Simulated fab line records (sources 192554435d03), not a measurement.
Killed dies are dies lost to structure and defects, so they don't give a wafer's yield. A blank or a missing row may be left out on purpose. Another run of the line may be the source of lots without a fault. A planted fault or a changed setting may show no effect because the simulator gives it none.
Split-lot study | flow n5_finfet | 21 wafers read across 7 lots, on a route 1938 steps long

## THE SPLIT
At N5_BEOL_M6_ILD_DEP_00 (deposits SiCOH lowk from DEMS/porogen, target thk 179.75 nm, time 33.4 s), the setting time_s was moved away from the recipe's 33.4 s on 10 of the 21 wafers read, by -14.3% to +14.8%. All remaining wafers had this setting at the recipe value.

## THE PATH FROM SPLIT TO READING: the file shows 1 step between them
- N5_BEOL_M6_CURE_74: cures SiCOH lowk, time 240 s

## THE READING
At N5_BEOL_M6_THK_MEAS_01: M6_ILD_THK, given in nm. Typical for fault-free wafers on this fab line: 154.2 nm, with standard deviation 2 nm.

wafer  | tool, chamber at the split | time_s as run, s | against the recipe | M6_ILD_THK, nm | against lot-mates on the recipe
L074.2 | pecvd-03, 1                | 30.6             | -8.4%              | 139.8          | no lot-mate on the recipe
L074.3 | pecvd-03, 2                | 30.6             | -8.4%              | 141.0          | no lot-mate on the recipe
L074.6 | pecvd-03, 2                | 30.6             | -8.4%              | 143.4          | no lot-mate on the recipe
L075.1 | pecvd-01, 2                | 33.4             | recipe             | 152.0          | -
L075.4 | pecvd-01, 2                | 33.4             | recipe             | 153.5          | -
L075.6 | pecvd-01, 1                | 33.4             | recipe             | 157.4          | -
L086.3 | pecvd-02, 2                | 38.33            | +14.8%             | 177.5          | +22.1
L086.5 | pecvd-02, 1                | 33.4             | recipe             | 155.4          | -
L086.6 | pecvd-02, 2                | 38.33            | +14.8%             | 180.9          | +25.5
L088.2 | pecvd-02, 0                | 33.4             | recipe             | 153.4          | -
L088.3 | pecvd-02, 2                | 33.4             | recipe             | 154.8          | -
L088.6 | pecvd-02, 1                | 33.4             | recipe             | 156.0          | -
L089.1 | pecvd-03, 2                | 33.4             | recipe             | 154.3          | -
L089.4 | pecvd-03, 1                | 28.64            | -14.3%             | 134.0          | -20.3
L089.6 | pecvd-03, 2                | 28.64            | -14.3%             | 135.6          | -18.7
L096.1 | pecvd-02, 0                | 33.4             | recipe             | 154.9          | -
L096.2 | pecvd-02, 2                | 33.4             | recipe             | 153.3          | -
L096.6 | pecvd-02, 0                | 36.91            | +10.5%             | 172.2          | +18.1
L095.1 | pecvd-03, 1                | 33.4             | recipe             | 151.9          | -
L095.3 | pecvd-03, 2                | 28.98            | -13.2%             | 132.5          | -19.4
L095.4 | pecvd-03, 0                | 28.98            | -13.2%             | 134.1          | -17.8

FIT RESULTS
A straight line over all 21 wafers: M6_ILD_THK changes by +1.57 nm for each +1% of time_s; r = +0.99; the points scatter about the line by 1.8 nm.
The same after taking each lot's own level away (the mean of its wafers on the recipe; 18 wafers): +1.5 nm for each +1%; r = +0.99; scatter 1.6 nm.
According to that fit, moving time_s by its largest amount changes the reading by 22 nm.
The lots' own levels span 151.90 to 155.40 nm, that is 1.8 times the standard deviation above.
Consequently the slope shifts little with the lot-to-lot level, the two slopes agreeing.
Check: for one of the wafers moved furthest among these (+14.8%), held out of the fit, the line's prediction against its lot-mates is +23 nm. It came out at +22.1 nm against them.

## THE WHOLE CHAIN: every reading that the file lists as answering this split, in the file's order
step                   | what it does                                                             | reading                                                                                  | change (the file's fit)              | r (the file's)
N5_BEOL_M6_ILD_DEP_00  | deposits SiCOH lowk from DEMS/porogen, target thk 179.75 nm, time 33.4 s | SiCOH_lowk_of_BEOL_M6_ILD_DEP_00.thk_nm (the simulator's own value, which no gauge read) | +1.73 nm for each +1% of the setting | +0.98
N5_BEOL_M6_CURE_74     | cures SiCOH lowk, time 240 s                                             | SiCOH_lowk_of_BEOL_M6_ILD_DEP_00.thk_nm (the simulator's own value, which no gauge read) | +1.5 nm for each +1% of the setting  | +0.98
N5_BEOL_M6_THK_MEAS_01 |                                                                          | M6_ILD_THK                                                                               | +1.51 for each +1% of the setting    | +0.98

## FILE'S OWN FIT
M6_ILD_THK changes by +1.51 nm for each +1% of time_s, r = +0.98.
